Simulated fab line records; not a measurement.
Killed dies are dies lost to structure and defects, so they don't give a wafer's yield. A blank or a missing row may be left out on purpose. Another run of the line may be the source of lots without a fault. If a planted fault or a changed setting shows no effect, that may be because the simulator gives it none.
The same fault as seen by 2 desks -- flow n5Finfet -- each desk holds nothing but its own numbers, with what lay behind them at the end

TOOL OWNER'S DESK, pvdSputter-02
The tool's own readings at N5_BEOL_M2_SPUTTER_79 (material Cu, target thk 4.5 nm, time 8.29 s): means of the sampled wafers that have a number, for each lot that ran on this tool. The brackets show how far a lot's mean lies from the usual mean; more than 4 standard deviations puts the lot out of limits, marked OUT.
Columns: A = chamberPressurePa at N5_BEOL_M2_SPUTTER_79, usual 0.07 Pa; B = chuckGasFlowSccm at N5_BEOL_M2_SPUTTER_79, usual 1.26 sccm; C = susceptorTempC at N5_BEOL_M2_SPUTTER_79, usual -20.00 C; D = throttleValvePct at N5_BEOL_M2_SPUTTER_79, usual 29.8 %
lot,first seen here,A,B,C,D
L444,day 9 11:41,0.07 (-31) OUT,1.25,-19.89,30.9
L446,day 9 14:46,0.07 (-30) OUT,1.32,-20.07,30.4
L458,day 12 12:01,0.07,1.26,-20.01,29.5
L461,day 13 18:14,0.07,1.25,-20.07,29.9
This desk's finding: out of limits on L444, L446; first on L444, day 9 11:41 (chamberPressurePa at N5_BEOL_M2_SPUTTER_79). L458, L461 stayed within limits.

FROM THE METROLOGY DESK
Lot by lot, what the gauges showed, no matter which tool ran the lot: averages of those sampled wafers that carry a number. The brackets show how far a lot's mean lies from the usual mean; more than 4 standard deviations puts the lot out of limits, marked OUT. Readings shown: 7 of its 10, picked as those furthest out on some lot.
Columns: A = DIBL_P at N5_BEOL_M4_RC_MEAS_101, usual 35.8 mV/V; B = IOFF_N at N5_BEOL_M4_RC_MEAS_101, usual 0.157 nA/um; C = IOFF_P at N5_BEOL_M4_RC_MEAS_101, usual 0.21 nA/um; D = ION_N at N5_BEOL_M4_RC_MEAS_101, usual 677 uA/um; E = ION_P at N5_BEOL_M4_RC_MEAS_101, usual 465 uA/um; F = VT_N at N5_BEOL_M4_RC_MEAS_101, usual 249 mV; G = VT_P at N5_BEOL_M4_RC_MEAS_101, usual -250 mV
lot,first seen here,A,B,C,D,E,F,G
L444,day 11 00:16,34.6,0.137,0.17,668,452,250,-253
L446,day 11 04:52,36.0,0.170,0.26,680,477,250,-244
L452,day 13 03:49,34.6,0.155,0.19,681,463,249,-251
L454,day 13 04:33,34.7,0.125,0.20,664,462,253,-250
L455,day 13 19:41,35.8,0.140,0.21,671,463,252,-248
L458,day 14 03:45,36.0,0.172,0.23,685,467,249,-248
L459,day 14 09:38,36.7,0.148,0.20,675,466,250,-253
L460,day 14 13:03,38.1,0.194,0.24,692,473,245,-248
L461,day 15 06:53,37.9,0.178,0.24,691,473,248,-249
This desk's verdict: no lot among the 9 shows anything out of limits.

PUT TOGETHER
At day 9 11:41, on L444, L446, the tool owner's desk was in a position to raise an alarm.
Metrology desk: nothing out of limits seen.
The metrology desk has L444, L446 on record, within its limits.
N5_BEOL_M2_SPUTTER_79 was run on pvdSputter-02 by each of the lots named.

WHAT THE SIMULATOR PUT IN
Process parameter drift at N5_BEOL_M2_SPUTTER_79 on pvdSputter-02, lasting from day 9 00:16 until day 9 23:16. Setting chamberPressurePa shifted by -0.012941 from 0.07. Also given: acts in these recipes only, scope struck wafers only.
Shown lots that were struck: L444, L446.
How many hours passed from the start of the fault until each desk's first out-of-limits reading: the tool owner's desk, 11.
